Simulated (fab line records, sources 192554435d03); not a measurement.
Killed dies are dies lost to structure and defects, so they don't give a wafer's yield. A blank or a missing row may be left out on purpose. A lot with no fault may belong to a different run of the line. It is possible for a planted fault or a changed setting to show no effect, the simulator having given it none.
A struck lot beside a sound one | flow n5-finfet | 16 steps out of a route of 1938
Sound: wafers L510.3, L510.5, L510.6. Struck: wafers L517.2, L517.3 (left out: L517.6, a lot-mate that was not struck); the cause follows at the end.
For every step that has rows: the tool of each side, followed by ch and its chambers, followed by its first start. Under that, the readings that differ: sound wafers | struck wafers | difference of the means | sigmas: that difference in standard deviations of wafers without a fault.
alike: same words and numbers on both sides, and readings whose means sit less than 2 such deviations apart. not compared: any withheld reading, any reading some wafer has no value for, any bound like >300 that may hide the same value, and any number with overlapping values for which the record gives no deviation.
A row with sigmas, a row that says differs or no value, or rows on one side alone: a step with any of these is where the two part. Non-overlapping numbers with no deviation appear without sigmas and do not part them. A reading that every wafer of one side lacks parts them only if that side has two wafers or more.

N5_DUMMY_GATE_ETCH_42: etches SiO2 in CHF3/O2, target depth 3.5 nm, time 31 s.
  sound on rie-diel-06 ch 1,2, day 5 05:31; struck on rie-diel-06 ch 1,2, day 6 22:37
  alike: drypump-motor-current-A, oes-product-au, rf-vpp-V, showerhead-plenum-p-Torr, throttle-valve-pct
  not compared: rf-hours-counter-h
N5_DUMMY_GATE_STRIP_48: strips in N2/H2, time 20 s.
  sound on rie-diel-06 ch 1,2, day 5 05:34; struck on rie-diel-06 ch 1,2, day 6 22:40
  alike: drypump-motor-current-A, n2-flow-sccm, oes-product-au, rf-vpp-V, showerhead-plenum-p-Torr, throttle-valve-pct
  not compared: rf-hours-counter-h
then, 5 steps without rows for these wafers: N5_DUMMY_GATE_PRECLEAN_33 (cleans in dHF, time 10 s); N5_DUMMY_GATE_PRECLEAN_25 (cleans in O3/DIW, time 45 s); N5_DUMMY_GATE_PRECLEAN_51 (cleans in SC2, time 45 s); N5_DUMMY_GATE_SRD_26 (time 30 s); N5_DUMMY_GATE_UV_OZONE_45 (time 120 s).
N5_DUMMY_GATE_INSPECT_27: inspects for defects (brightfield).
  sound: defect-inspect-02 at day 5 05:45; struck: defect-inspect-01 at day 6 22:50
  alike: raw-defect-count
N5_SPACER0_ALD_07: deposits SiNx, target thk 2 nm.
  sound on ald-sin-03 ch 1,2, day 5 05:47; struck on ald-sin-03 ch 2,3, day 6 22:53
  alike: heater-power-w
N5_SPACER0_ALD_00: deposits SiOCN, target thk 3.5 nm, pulse time 3 s, purge time 2 s.
  sound on ald-sin-03 ch 1,2, day 5 05:56; struck on ald-sin-03 ch 2,3, day 6 23:02
  alike: heater-power-w, precursor-pulse-height-rel
N5_SPACER0_ALD_08: deposits SiNx, target thk 2 nm.
  sound on ald-sin-03 ch 1,2, day 5 06:12; struck on ald-sin-03 ch 2,3, day 6 23:17
  alike: heater-power-w
N5_SPACER0_INSPECT_04: inspects for defects (darkfield).
  sound: defect-inspect-02 at day 5 06:22; struck: defect-inspect-01 at day 6 23:27
  alike: raw-defect-count
N5_SD_EPI_N_COAT_32: time 60 s, resist thk 350 nm.
  sound on litho-track-02 ch 0, day 5 06:23; struck on litho-track-02 ch 0, day 6 23:29
  reading                  | sound             | struck      | difference | sigmas
  heater-power-total-W (W) | 501.5 503.2 503.1 | 546.0 545.4 | +43.1      | +24
  run-length-s (s)         | 65.79 65.87 66.04 | 57.45 57.27 | -8.54      | -66
  alike: exhaust-pa
then, 1 step without rows for these wafers: N5_SD_EPI_N_COAT_33 (time 60 s, resist thk 35 nm).
-- here the record skips 6 days between the struck wafers' starts before and after, leaving off in module SD_EPI_N and picking up in module BEOL_M4 (first step shown: number 1111 of the route) --
N5_BEOL_M4_RC_MEAS_101:
  sound on prober-01 ch 0, day 10 19:36; struck on prober-01 ch 0, day 12 17:35
  alike: DIBL_N, DIBL_P, IOFF_N, IOFF_P, ION_N, ION_P, SS_N, SS_P, VT_N, VT_P
-- a jump in the record: the struck wafers' starts before and after are 5 days apart (it breaks off in module BEOL_M4 and resumes in module PASSIVATION, where the first step shown is number 1936 of the route) --
N5_PASSIVATION_PROBE_49:
  sound: prober-01 at day 15 06:11; struck: prober-01 at day 17 13:33
  alike: defect-limited-yield, killed_at_M0_to_M3, killed_at_M4_up, killed-at-contacts, killed-at-front-end, killed-at-other, killed-dies, killed-open, killed-short, sort_bin_5_function, sort_bin_6_memory, sort-n-pass, sort-yield-pct

== WHERE THEY PART ==
Within this record, at N5_SD_EPI_N_COAT_32 only. Later steps at which nothing parts them and some readings are alike: N5_BEOL_M4_RC_MEAS_101, N5_PASSIVATION_PROBE_49.

WHY: whatever the simulator had introduced
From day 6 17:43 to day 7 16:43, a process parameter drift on litho-track-02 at N5_SD_EPI_N_COAT_32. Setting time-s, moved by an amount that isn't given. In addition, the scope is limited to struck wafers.
